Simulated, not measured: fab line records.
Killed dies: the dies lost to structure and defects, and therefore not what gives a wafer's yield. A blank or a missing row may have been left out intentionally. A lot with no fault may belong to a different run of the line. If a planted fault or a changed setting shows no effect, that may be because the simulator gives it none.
fab line records + flow n5Finfet
[record]
- lots = 10
- wafers = 30
- lastDay = 20
route steps=1938 shown ILD0@345 SDB@357 HKMG_FIN@389 BEOL_M4@1111 PASSIVATION@1936
lots that met no fault: from a run of the same line without faults
startH: the number of hours between the record's first day and the start of the first shown wafer of the lot + waitH: how many hours have passed since the lot's step before this one + " identical to the entry in the row above + L1.1+2: several wafers, shown together as one row + - either no value or no given start + * or withheld: withheld + < > ~ a bound
route shown NAME@n: NAME is a module with steps in the file, n the number in the route of the first one + usual: the fault-free wafers' mean and standard deviation + same: alike in all rows + chamber/n: place in a boat + sites: per-site readings + _std_site: their standard deviation + _edge_site: outer sites' mean less inner sites' + radiusMm: how far each site lies from the wafer's centre + mask NAME#n: copy n + behind: the most recent tool/chamber to have shaped the wafer + hold: reason for holding the lot/hours on hold/outcome of the hold + device: transistor that didn't switch, given as n, p or np + end of line: the tests these same wafers got at the end of their route + step lacking rows: just its recipe + killed: the dies lost at the first sort to structure and to defects; this is not the yield of the wafer + map: the dies of a wafer, with x for killed, . for not killed, _ for no die there
set.NAME: the setting the step ran with; set.NAME@STEP: the setting that earlier step ran with + model.NAME: the simulator's own value behind a step, which no gauge read
the route's steps for a sample of lots (tables are steps, rows are wafers)
services: when a tool's chamber went out of use (startH, in hours from the record's first day, below 0 if earlier), for how many hours, and the reason
[[steps]]
[step N5_ILD0_THK_MEAS_13]
[usual]
- thkNm = 17.5/1.1
| lot.wafer | tool         | chamber | startH | waitH | thkNm |
|-----------|--------------|---------|--------|-------|-------|
| L495.2    | filmMetro-01 | -       | 65.15  | -     | 16.7  |
| L495.5    | "            | -       | "      | "     | 17.1  |
| L495.6    | "            | -       | "      | "     | 16.6  |
| L496.2    | filmMetro-01 | -       | 74.97  | -     | 17.9  |
| L496.3    | "            | -       | "      | "     | 15.3  |
| L496.4    | "            | -       | "      | "     | 16.8  |
| L497.1    | filmMetro-02 | -       | 79.83  | -     | 15.7  |
| L497.2    | "            | -       | "      | "     | 17.1  |
| L497.4    | "            | -       | "      | "     | 15.9  |
| L500.3    | filmMetro-01 | -       | 97.50  | -     | 15.4  |
| L500.5    | "            | -       | "      | "     | 16.3  |
| L500.6    | "            | -       | "      | "     | 15.8  |
| L505.1    | filmMetro-01 | -       | 124.68 | -     | 17.7  |
| L505.2    | "            | -       | "      | "     | 16.7  |
| L505.4    | "            | -       | "      | "     | 17.4  |
| L508.2    | filmMetro-02 | -       | 143.69 | -     | 17.6  |
| L508.3    | "            | -       | "      | "     | 15.8  |
| L508.5    | "            | -       | "      | "     | 17.1  |
| L513.1    | filmMetro-02 | -       | 187.52 | -     | 19.0  |
| L513.2    | "            | -       | "      | "     | 19.3  |
| L513.5    | "            | -       | "      | "     | 19.3  |
| L516.1    | filmMetro-01 | -       | 232.57 | -     | 19.1  |
| L516.2    | "            | -       | "      | "     | 17.5  |
| L516.4    | "            | -       | "      | "     | 16.0  |
| L515.1    | filmMetro-01 | -       | 233.48 | -     | 17.6  |
| L515.4    | "            | -       | "      | "     | 16.3  |
| L515.5    | "            | -       | "      | "     | 18.4  |
| L518.4    | filmMetro-02 | -       | 234.62 | -     | 15.4  |
| L518.5    | "            | -       | "      | "     | 15.1  |
| L518.6    | "            | -       | "      | "     | 15.9  |
[step N5_SDB_OVL_MEAS_12]
[recipe]
- pointsPerWafer = 44
[usual]
- SDB_OVL = 0.3/0.66
| lot.wafer | tool       | chamber | startH | waitH | SDB_OVL[nm] |
|-----------|------------|---------|--------|-------|-------------|
| L495.2    | overlay-02 | 0       | 65.60  | 0.0   | -0.8        |
| L495.5    | "          | 0       | "      | "     | 0.6         |
| L495.6    | "          | 0       | "      | "     | -0.9        |
| L496.2    | overlay-02 | 0       | 75.39  | 0.0   | 0.0         |
| L496.3    | "          | 0       | "      | "     | 0.4         |
| L496.4    | "          | 0       | "      | "     | -0.9        |
| L497.1    | overlay-02 | 0       | 80.28  | 0.0   | 0.4         |
| L497.2    | "          | 0       | "      | "     | 0.0         |
| L497.4    | "          | 0       | "      | "     | -0.2        |
| L500.3    | overlay-01 | 0       | 97.92  | 0.0   | 0.5         |
| L500.5    | "          | 0       | "      | "     | 1.0         |
| L500.6    | "          | 0       | "      | "     | 1.3         |
| L505.1    | overlay-01 | 0       | 125.10 | 0.0   | -0.4        |
| L505.2    | "          | 0       | "      | "     | 0.6         |
| L505.4    | "          | 0       | "      | "     | 0.1         |
| L508.2    | overlay-01 | 0       | 144.26 | 0.0   | -0.4        |
| L508.3    | "          | 0       | "      | "     | -0.3        |
| L508.5    | "          | 0       | "      | "     | -1.2        |
| L513.1    | overlay-02 | 0       | 188.06 | 0.0   | -0.5        |
| L513.2    | "          | 0       | "      | "     | 0.7         |
| L513.5    | "          | 0       | "      | "     | -0.2        |
| L516.1    | overlay-02 | 0       | 233.11 | 0.0   | 0.9         |
| L516.2    | "          | 0       | "      | "     | 1.1         |
| L516.4    | "          | 0       | "      | "     | 1.7         |
| L515.1    | overlay-02 | 0       | 233.90 | 0.0   | 0.9         |
| L515.4    | "          | 0       | "      | "     | 1.7         |
| L515.5    | "          | 0       | "      | "     | 1.4         |
| L518.4    | overlay-01 | 0       | 235.16 | 0.0   | 0.0         |
| L518.5    | "          | 0       | "      | "     | -0.3        |
| L518.6    | "          | 0       | "      | "     | 0.1         |
[step N5_SDB_CMP_30]
[recipe]
- stopOn = poly-Si
- tOverpolishS = 1.54
- postCmpClean = alkalineBrush
- downForcePsi = 4.1491
- platenRpm = 51.796
- padVelocityMS = 1.0306
- targetThkNm = 30
[usual]
- motorCurrentA = 12.3/0.78
- overpolishRunS = 1.540/0.0097
- timeToEndpointS = 18.2/2.3
| lot.wafer | tool   | chamber | startH | waitH | motorCurrentA | overpolishRunS | timeToEndpointS |
|-----------|--------|---------|--------|-------|---------------|----------------|-----------------|
| L495.2    | cmp-02 | 3       | 69.50  | 1.4   | 11.3          | 1.555          | 17.8            |
| L495.5    | "      | 3       | "      | "     | 11.3          | 1.544          | 19.4            |
| L495.6    | "      | 0       | "      | "     | 11.4          | 1.537          | 17.7            |
| L496.2    | cmp-04 | 0       | 79.14  | 1.4   | 12.7          | 1.547          | 18.9            |
| L496.3    | "      | 1       | "      | "     | 12.8          | 1.533          | 15.8            |
| L496.4    | "      | 2       | "      | "     | 12.2          | 1.548          | 18.9            |
| L497.4    | cmp-04 | 2       | 84.11  | 1.4   | 12.4          | 1.545          | 18.7            |
| L497.1    | "      | 3       | "      | "     | 12.9          | 1.536          | 18.7            |
| L497.2    | "      | 1       | "      | "     | 12.8          | 1.527          | 20.7            |
| L500.3    | cmp-01 | 0       | 101.99 | 1.5   | 11.9          | 1.534          | 17.5            |
| L500.5    | "      | 1       | "      | "     | 13.8          | 1.535          | 16.7            |
| L500.6    | "      | 2       | "      | "     | 13.3          | 1.531          | 15.8            |
| L505.4    | cmp-04 | 3       | 128.69 | 1.4   | 13.7          | 1.558          | 16.2            |
| L505.1    | "      | 0       | "      | "     | 13.1          | 1.542          | 17.3            |
| L505.2    | "      | 2       | "      | "     | 12.0          | 1.552          | 18.2            |
| L508.3    | cmp-01 | 0       | 148.69 | 1.4   | 11.8          | 1.534          | 17.7            |
| L508.2    | "      | 1       | "      | "     | 13.8          | 1.549          | 13.7            |
| L508.5    | "      | 0       | "      | "     | 11.7          | 1.538          | 16.4            |
| L513.2    | cmp-04 | 0       | 193.54 | 1.4   | 12.3          | 1.557          | 19.3            |
| L513.1    | "      | 2       | "      | "     | 12.1          | 1.526          | 19.4            |
| L513.5    | "      | 0       | "      | "     | 12.2          | 1.541          | 17.7            |
| L516.2    | cmp-04 | 3       | 236.70 | 1.4   | 13.4          | 1.539          | 21.3            |
| L516.4    | "      | 1       | "      | "     | 12.8          | 1.533          | 21.3            |
| L516.1    | "      | 2       | "      | "     | 11.7          | 1.536          | 24.0            |
| L515.1    | cmp-02 | 1       | 237.75 | 1.4   | 11.9          | 1.533          | 17.0            |
| L515.4    | "      | 2       | "      | "     | 12.4          | 1.547          | 17.2            |
| L515.5    | "      | 2       | "      | "     | 11.7          | 1.557          | 14.9            |
| L518.4    | cmp-04 | 3       | 239.66 | 1.5   | 12.4          | 1.546          | 20.0            |
| L518.6    | "      | 0       | "      | "     | 12.8          | 1.541          | 19.5            |
| L518.5    | "      | 1       | "      | "     | 12.9          | 1.522          | 20.0            |
[step N5_SDB_INSPECT_36]
[recipe]
- inspectInstrument = darkfield
- mode = postCmp
[usual]
- rawDefectCount = 35/14
| lot.wafer | tool             | chamber | startH | waitH | rawDefectCount |
|-----------|------------------|---------|--------|-------|----------------|
| L495.2    | defectInspect-02 | -       | 69.82  | 0.0   | 40             |
| L495.5    | "                | -       | "      | "     | 76             |
| L495.6    | "                | -       | "      | "     | 52             |
| L496.2    | defectInspect-01 | -       | 79.43  | 0.0   | 24             |
| L496.3    | "                | -       | "      | "     | 34             |
| L496.4    | "                | -       | "      | "     | 39             |
| L497.1    | defectInspect-01 | -       | 84.43  | 0.0   | 30             |
| L497.2    | "                | -       | "      | "     | 18             |
| L497.4    | "                | -       | "      | "     | 18             |
| L500.3    | defectInspect-01 | -       | 102.19 | 0.0   | 22             |
| L500.5    | "                | -       | "      | "     | 41             |
| L500.6    | "                | -       | "      | "     | 26             |
| L505.1    | defectInspect-01 | -       | 129.01 | 0.0   | 17             |
| L505.2    | "                | -       | "      | "     | 39             |
| L505.4    | "                | -       | "      | "     | 23             |
| L508.2    | defectInspect-02 | -       | 149.01 | 0.0   | 28             |
| L508.3    | "                | -       | "      | "     | 1444           |
| L508.5    | "                | -       | "      | "     | 1364           |
| L513.1    | defectInspect-01 | -       | 193.82 | 0.0   | 44             |
| L513.2    | "                | -       | "      | "     | 44             |
| L513.5    | "                | -       | "      | "     | 34             |
| L516.1    | defectInspect-02 | -       | 237.02 | 0.0   | 16             |
| L516.2    | "                | -       | "      | "     | 65             |
| L516.4    | "                | -       | "      | "     | 37             |
| L515.1    | defectInspect-01 | -       | 238.07 | 0.0   | 15             |
| L515.4    | "                | -       | "      | "     | 17             |
| L515.5    | "                | -       | "      | "     | 33             |
| L518.4    | defectInspect-01 | -       | 239.87 | 0.0   | 19             |
| L518.5    | "                | -       | "      | "     | 37             |
| L518.6    | "                | -       | "      | "     | 50             |
[step N5_HKMG_FIN_ALD_75]
[recipe]
- material = Al2O3
- targetThkA = 10
- tempC = 150
- aldPrecursorFamily = TMA
- aldCoReactant = H2O
- pulseTimeS = withheld
- coReactantPulseTimeS = 1
[usual]
- heaterPowerW = 147/12
- precursorPulseHeightRel = 1.000/0.021
| lot.wafer | tool     | chamber | startH | waitH | heaterPowerW | precursorPulseHeightRel |
|-----------|----------|---------|--------|-------|--------------|-------------------------|
| L495.2    | aldHk-01 | 0       | 71.20  | 0.0   | 139          | 0.983                   |
| L495.5    | "        | 1       | "      | "     | 145          | 1.028                   |
| L495.6    | "        | 0       | "      | "     | 140          | 0.987                   |
| L496.2    | aldHk-01 | 2       | 80.69  | 0.0   | 160          | 0.988                   |
| L496.3    | "        | 1       | "      | "     | 148          | 1.001                   |
| L496.4    | "        | 0       | "      | "     | 144          | 1.035                   |
| L497.1    | aldHk-02 | 1       | 86.06  | 0.0   | 159          | 0.954                   |
| L497.2    | "        | 0       | "      | "     | 146          | 0.999                   |
| L497.4    | "        | 2       | "      | "     | 173          | 1.030                   |
| L500.3    | aldHk-03 | 2       | 103.50 | 0.0   | 152          | 0.993                   |
| L500.5    | "        | 1       | "      | "     | 136          | 0.966                   |
| L500.6    | "        | 0       | "      | "     | 139          | 0.962                   |
| L505.1    | aldHk-01 | 1       | 130.08 | 0.0   | 147          | 0.999                   |
| L505.2    | "        | 0       | "      | "     | 141          | 0.997                   |
| L505.4    | "        | 2       | "      | "     | 161          | 1.015                   |
| L508.2    | aldHk-03 | 1       | 150.28 | 0.0   | 133          | 0.986                   |
| L508.3    | "        | 2       | "      | "     | 157          | 1.016                   |
| L508.5    | "        | 0       | "      | "     | 144          | 0.988                   |
| L513.1    | aldHk-01 | 1       | 194.99 | 0.0   | 147          | 1.000                   |
| L513.2    | "        | 2       | "      | "     | 161          | 1.019                   |
| L513.5    | "        | 1       | "      | "     | 150          | 1.013                   |
| L516.1    | aldHk-02 | 3       | 238.10 | 0.0   | 132          | 0.973                   |
| L516.2    | "        | 2       | "      | "     | 178          | 1.007                   |
| L516.4    | "        | 0       | "      | "     | 139          | 0.986                   |
| L515.1    | aldHk-01 | 2       | 239.18 | 0.0   | 160          | 1.030                   |
| L515.4    | "        | 1       | "      | "     | 144          | 0.999                   |
| L515.5    | "        | 0       | "      | "     | 143          | 1.006                   |
| L518.4    | aldHk-03 | 1       | 240.94 | 0.0   | 136          | 0.990                   |
| L518.5    | "        | 1       | "      | "     | 133          | 0.983                   |
| L518.6    | "        | 2       | "      | "     | 155          | 1.017                   |
[step N5_BEOL_M4_RC_MEAS_101]
[usual]
- DIBL_N = 36.5/1.2
- DIBL_P = 36.5/1.6
- IOFF_N = 0.162/0.023
- IOFF_P = 0.221/0.03
- ION_N = 678/8
- ION_P = 466/6.3
- SS_N = 71.6/0.46
- SS_P = 73.3/0.57
- VT_N = 249.2/2.6
- VT_P = -249/3.3
| lot.wafer | tool      | chamber | startH | waitH | DIBL_N[mV/V] | DIBL_P[mV/V] | IOFF_N[nA/um] | IOFF_P[nA/um] | ION_N[uA/um] | ION_P[uA/um] | SS_N[mV/dec] | SS_P[mV/dec] | VT_N[mV] | VT_P[mV] |
|-----------|-----------|---------|--------|-------|--------------|--------------|---------------|---------------|--------------|--------------|--------------|--------------|----------|----------|
| L495.2    | prober-02 | 0       | 183.81 | 0.3   | 38.6         | 36.2         | 0.178         | 0.225         | 683          | 463          | 71.8         | 73.7         | 247.0    | -252     |
| L495.5    | "         | 0       | "      | "     | 36.6         | 34.8         | 0.144         | 0.207         | 665          | 460          | 71.2         | 73.2         | 249.8    | -250     |
| L495.6    | "         | 0       | "      | "     | 37.1         | 34.5         | 0.149         | 0.197         | 679          | 463          | 72.2         | 72.9         | 249.5    | -252     |
| L496.2    | prober-02 | 0       | 227.78 | 0.2   | 36.0         | 36.5         | 0.144         | 0.206         | 675          | 469          | 71.5         | 73.3         | 252.9    | -250     |
| L496.3    | "         | 0       | "      | "     | 37.7         | 39.4         | 0.172         | 0.268         | 675          | 476          | 71.9         | 73.8         | 246.7    | -247     |
| L496.4    | "         | 0       | "      | "     | 38.3         | 39.4         | 0.186         | 0.272         | 688          | 475          | 71.6         | 73.1         | 248.1    | -244     |
| L497.1    | prober-02 | 0       | 242.59 | 0.4   | 35.9         | 36.2         | 0.143         | 0.197         | 676          | 470          | 71.2         | 73.5         | 251.3    | -252     |
| L497.2    | "         | 0       | "      | "     | 38.2         | 38.8         | 0.187         | 0.249         | 691          | 468          | 71.9         | 74.2         | 247.9    | -249     |
| L497.4    | "         | 0       | "      | "     | 34.9         | 34.9         | 0.126         | 0.177         | 664          | 458          | 71.0         | 73.4         | 253.5    | -254     |
| L500.3    | prober-02 | 0       | 251.41 | 0.3   | 36.1         | 37.8         | 0.161         | 0.257         | 681          | 471          | 72.2         | 74.1         | 250.2    | -245     |
| L500.5    | "         | 0       | "      | "     | 36.5         | 37.9         | 0.169         | 0.252         | 686          | 475          | 72.2         | 73.7         | 248.9    | -245     |
| L500.6    | "         | 0       | "      | "     | 35.3         | 36.7         | 0.151         | 0.234         | 677          | 470          | 72.2         | 73.3         | 248.3    | -245     |
| L505.1    | prober-01 | 0       | 266.00 | 0.0   | 34.8         | 35.7         | 0.142         | 0.203         | 668          | 463          | 71.2         | 72.7         | 250.4    | -250     |
| L505.2    | "         | 0       | "      | "     | 38.3         | 39.0         | 0.199         | 0.261         | 684          | 465          | 72.4         | 74.4         | 245.0    | -247     |
| L505.4    | "         | 0       | "      | "     | 37.4         | 37.6         | 0.173         | 0.230         | 665          | 458          | 72.0         | 73.6         | 249.0    | -251     |
| L508.2    | prober-01 | 0       | 290.62 | 0.2   | 36.6         | 36.6         | 0.161         | 0.226         | 682          | 467          | 71.9         | 73.1         | 251.7    | -247     |
| L508.3    | "         | 0       | "      | "     | 36.0         | 36.7         | 0.152         | 0.232         | 670          | 466          | 71.6         | 73.4         | 251.2    | -251     |
| L508.5    | "         | 0       | "      | "     | 37.1         | 37.6         | 0.177         | 0.246         | 686          | 471          | 71.3         | 72.5         | 247.3    | -246     |
| L513.1    | prober-01 | 0       | 323.73 | 0.0   | 36.2         | 38.9         | 0.194         | 0.254         | 695          | 471          | 72.0         | 73.8         | 247.0    | -246     |
| L513.2    | "         | 0       | "      | "     | 35.3         | 38.1         | 0.165         | 0.232         | 677          | 464          | 72.7         | 72.7         | 248.3    | -248     |
| L513.5    | "         | 0       | "      | "     | 34.6         | 36.3         | 0.152         | 0.215         | 678          | 465          | 71.9         | 73.0         | 251.2    | -247     |
| L516.1    | prober-02 | 0       | 361.53 | 0.0   | 37.5         | 37.2         | 0.169         | 0.210         | 675          | 462          | 72.1         | 73.1         | 250.7    | -251     |
| L516.2    | "         | 0       | "      | "     | 37.1         | 36.5         | 0.147         | 0.203         | 669          | 462          | 72.0         | 72.9         | 251.4    | -249     |
| L516.4    | "         | 0       | "      | "     | 35.6         | 34.3         | 0.125         | 0.176         | 668          | 459          | 70.9         | 73.2         | 253.9    | -252     |
| L515.1    | prober-01 | 0       | 364.54 | 0.0   | 38.0         | 36.7         | 0.167         | 0.214         | 674          | 462          | 72.0         | 74.3         | 246.7    | -249     |
| L515.4    | "         | 0       | "      | "     | 37.1         | 35.6         | 0.155         | 0.203         | 677          | 465          | 71.5         | 72.9         | 248.8    | -250     |
| L515.5    | "         | 0       | "      | "     | 36.0         | 34.9         | 0.138         | 0.189         | 672          | 464          | 71.7         | 73.1         | 250.6    | -249     |
| L518.4    | prober-02 | 0       | 367.87 | 0.5   | 38.1         | 38.1         | 0.181         | 0.251         | 678          | 468          | 72.3         | 74.5         | 248.3    | -249     |
| L518.5    | "         | 0       | "      | "     | 37.7         | 36.9         | 0.170         | 0.233         | 691          | 469          | 72.2         | 74.4         | 249.1    | -247     |
| L518.6    | "         | 0       | "      | "     | 39.2         | 38.9         | 0.206         | 0.258         | 690          | 463          | 72.1         | 73.9         | 245.9    | -249     |
[step N5_PASSIVATION_PROBE_49]
[usual]
- defectLimitedYield = 91.2/1.3
- killed_at_M0_to_M3 = 34/9.2
- killed_at_M4_up = 14/5
- killedAtContacts = 13/6.7
- killedAtFrontEnd = 39/12
- killedAtOther = 4/3.3
- killedDies = 104/15
- killedOnRim = 14/3.7
- killedOpen = 68/12
- killedShort = 34/7.5
- sort_bin_5_function = 5.2/0.87
- sort_bin_6_memory = 3.3/0.63
- sortNPass = 1076/15
- sortYieldPct = 91.2/1.3
[same]
- grossDies = 1180
- killedAtBackSide = 0
- sort_bin_4_leakage[%] = 0
- sort_bin_8_speed[%] = 0
| lot.wafer | tool      | chamber | startH | waitH | defectLimitedYield[%] | killed_at_M0_to_M3 | killed_at_M4_up | killedAtContacts | killedAtFrontEnd | killedAtOther | killedDies | killedOnRim | killedOpen | killedShort | sort_bin_5_function[%] | sort_bin_6_memory[%] | sortNPass | sortYieldPct[%] |
|-----------|-----------|---------|--------|-------|-----------------------|--------------------|-----------------|------------------|------------------|---------------|------------|-------------|------------|-------------|------------------------|----------------------|-----------|-----------------|
| L508.2    | prober-02 | -       | 397.07 | 0.1   | 89.9                  | 22                 | 19              | 44               | 33               | 1             | 119        | 15          | 75         | 40          | 5.5                    | 4.3                  | 1061      | 89.9            |
| L508.3    | prober-02 | -       | 397.12 | 0.1   | 28.6                  | 24                 | 9               | 13               | 796              | 0             | 842        | 102         | 41         | 21          | 45.4                   | 20.2                 | 338       | 28.6            |
| L508.5    | prober-02 | -       | 397.22 | 0.2   | 28.4                  | 23                 | 6               | 15               | 798              | 3             | 845        | 110         | 53         | 23          | 45.4                   | 19.7                 | 335       | 28.4            |
// killed by level:class
L508.2 MOL_CONTACT_COAG:geometricParticle:open=35 MOL_CONTACT_COAG:geometricParticle:short=9 FIN_SAQP:geometricParticle:short=7 BEOL_M0_SAQP:geometricParticle:short=6 GATE_CUT:geometricParticle:short=6 BEOL_M4:geometricParticle:open=5 FIN_SAQP:geometricParticle:open=4 BEOL_M0_SAQP:geometricParticle:open=4
L508.3 SDB:unspecified=778 MOL_CONTACT_COAG:geometricParticle:open=10 BEOL_M3:geometricParticle:open=7 BEOL_M1:geometricParticle:open=6 FIN_SAQP:geometricParticle:short=5 BEOL_M0_SAQP:geometricParticle:short=4 FIN_SAQP:geometricParticle:open=3 STI_FIN_REVEAL:geometricParticle:open=3
L508.5 SDB:unspecified=769 MOL_CONTACT_COAG:geometricParticle:open=11 FIN_SAQP:geometricParticle:open=8 STI_FIN_REVEAL:geometricParticle:open=7 BEOL_M1:geometricParticle:open=7 BEOL_M0_SAQP:geometricParticle:short=6 FIN_SAQP:geometricParticle:short=5 DUMMY_GATE:geometricParticle:open=4
[[services]]
| tool     | chamber | startH | hours | kind                          |
|----------|---------|--------|-------|-------------------------------|
| aldHk-03 | -       | 48.45  | 2.8   | pm                            |
| cmp-01   | -       | 57.27  | 1.6   | repair                        |
| cmp-04   | -       | 57.42  | 1.7   | repair                        |
| cmp-02   | -       | 57.75  | 4.0   | pm                            |
| cmp-02   | -       | 61.75  | -     | consumableReplace:conditioner |
| cmp-02   | -       | 61.75  | -     | consumableReplace:pad         |
| cmp-02   | -       | 63.96  | 4.0   | pm                            |
| cmp-02   | -       | 77.75  | 3.5   | repair                        |
| cmp-04   | -       | 123.36 | 5.2   | pm                            |
| aldHk-01 | -       | 123.66 | 1.8   | repair                        |
| cmp-01   | -       | 127.61 | 1.6   | repair                        |
| cmp-04   | -       | 136.81 | 1.7   | repair                        |
| cmp-04   | -       | 149.20 | 4.0   | pm                            |
| cmp-04   | -       | 153.20 | -     | consumableReplace:conditioner |
| cmp-04   | -       | 153.20 | -     | consumableReplace:pad         |
| cmp-02   | -       | 160.77 | 1.0   | repair                        |
| aldHk-02 | -       | 164.81 | 0.9   | repair                        |
| cmp-01   | -       | 178.10 | 2.4   | repair                        |
| cmp-02   | -       | 204.15 | 0.5   | repair                        |
| cmp-04   | -       | 211.44 | 3.1   | repair                        |
| cmp-01   | -       | 232.38 | 5.4   | pm                            |
[[key]]
[firstSign]
- step = N5_SDB_INSPECT_36
- reading = rawDefectCount
- direction = up
- sigmas = 98
- usual = 35
- struck = 1404
[effect]
- step = N5_PASSIVATION_PROBE_49
- reading = killedAtFrontEnd
- direction = up
- sigmas = 62
- usual = 39
- struck = 797
[moreKillsBornAt]
- N5_SDB_CMP_30@cmp-01 = 1547
metAt N5_SDB_CMP_30
struckLots L508
struckWafers L508.3,L508.5
notActingAt N5_ILD0_THK_MEAS_13,N5_SDB_OVL_MEAS_12,N5_HKMG_FIN_ALD_75
onsetBetween 101.99 148.69
[fault]
- kind = chamberParticleSource
- tool = cmp-01
- chamber = 0
- onsetH = 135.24
- steps = N5_SDB_CMP_30
- ratePerVisitCm2 = 2.1131
- endH = 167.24
